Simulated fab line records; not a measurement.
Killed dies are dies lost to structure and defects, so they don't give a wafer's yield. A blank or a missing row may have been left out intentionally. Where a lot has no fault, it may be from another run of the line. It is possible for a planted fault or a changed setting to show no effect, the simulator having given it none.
8D (eight disciplines) problem report, filled in by code + flow n5 finfet + the parts of the form that need people (team, actions taken, sign-off) are left out

== 1. THE ISSUE ==
At N5_BEOL_M3_CMP_52, overpolish run s averages 0.045 s over 5 wafers from 3 lots, while fault-free wafers read 6.800 s, standard deviation 0.0084. So: -99 or more standard deviations from the usual mean.
The step: polishes, stops on SiOC, t overpolish 6.8 s, target thk 40 nm.
First seen on wafer L154.3, day 10 12:20, on cmp-03. At this step, 29 wafers from 10 lots have a number in the record. Rule for "out" (also "out of limits"): further than 4 standard deviations from the usual mean. The rest of the wafers with a number are treated as sound.

== 2. WHAT IT IS; WHAT IT IS NOT ==
| question                    | is                                         | is not                                                                          |
|-----------------------------|--------------------------------------------|---------------------------------------------------------------------------------|
| which readings at this step | overpolish run s, barrier field endpoint s | motor current A                                                                 |
| which lots                  | L154, L155, L161                           | L144, L145, L150, L151, L152, L164, L165                                        |
| which wafers of those lots  | L154.3, L155.3, L155.4, L161.3, L161.4     | L154.2, L154.6, L161.1                                                          |
| read on which tools         | cmp-01, cmp-02, cmp-03                     | -                                                                               |
| when                        | from day 10 12:20                          | up to then (17 sound wafers); but 7 sound wafers of L161, L164, L165 came after |

== 3. SUSPECTS, AND WHAT RULES EACH OUT ==
Counting: a tool at a process step up to the reading stays a suspect if it ran every lot that is out. Sound lots after the first of them don't rule it out here, since some wafers of a struck lot are sound.
- pecvd-01 at N5_BEOL_M3_PECVD_72 (deposits SiO2 from TEOS/O2, target thk 16 nm, time 18 s): kept. It ran every lot that is out, first L154 (day 10 04:20); its last sound lot up to then is L152 (day 9 15:32).
After counting, what remains is pecvd-01 at N5_BEOL_M3_PECVD_72.

== 4. THE CAUSE (what the simulator had put in) ==
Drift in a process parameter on pecvd-01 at N5_BEOL_M3_PECVD_72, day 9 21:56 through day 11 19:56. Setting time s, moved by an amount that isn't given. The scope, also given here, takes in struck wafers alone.
Only this tool survived the counting.

== 5. THE CHAIN OF EFFECTS, in route order ==
Rows list readings where the struck wafers' mean (over those with a number) sits beyond 3 standard deviations from the usual. Readings are gone through only where the record gives a usual standard deviation; hours: the median, over the lots, of the time from a lot's start at the first step in this table giving one to that lot's start at this step; sigmas: the change measured in usual standard deviations.
| hours | step              | reading                  | usual   | on struck wafers | change | sigmas      |
|-------|-------------------|--------------------------|---------|------------------|--------|-------------|
| 0     | N5_BEOL_M3_CMP_52 | barrier field endpoint s | 24.9 s  | 41.2             | +16.3  | +23         |
| 0     | N5_BEOL_M3_CMP_52 | overpolish run s         | 6.800 s | 0.045            | -6.755 | -99 or more |
Process steps it contains:
- N5_BEOL_M3_CMP_52: polishes, stops on SiOC, t overpolish 6.8 s, target thk 40 nm.
Later steps that measure or inspect, where all struck wafers having a row at the step show a number for every such reading and not one has moved that far: N5_BEOL_M4_RC_MEAS_101.

== 6. WHAT WOULD HAVE CAUGHT IT SOONER ==
The fault began at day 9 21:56; the first out-of-limits reading in this record came at day 10 12:20, 14 hours later.
An alarm limit of 4 standard deviations would not have fired on the tool readings at N5_BEOL_M3_PECVD_72 for which the record gives a usual standard deviation, since none of them was out on any struck wafer.
Among the 3 lots that are out, L161 began N5_BEOL_M3_PECVD_72 on pecvd-01 after day 10 12:20. A tool hold placed at that time would have kept it from harm.
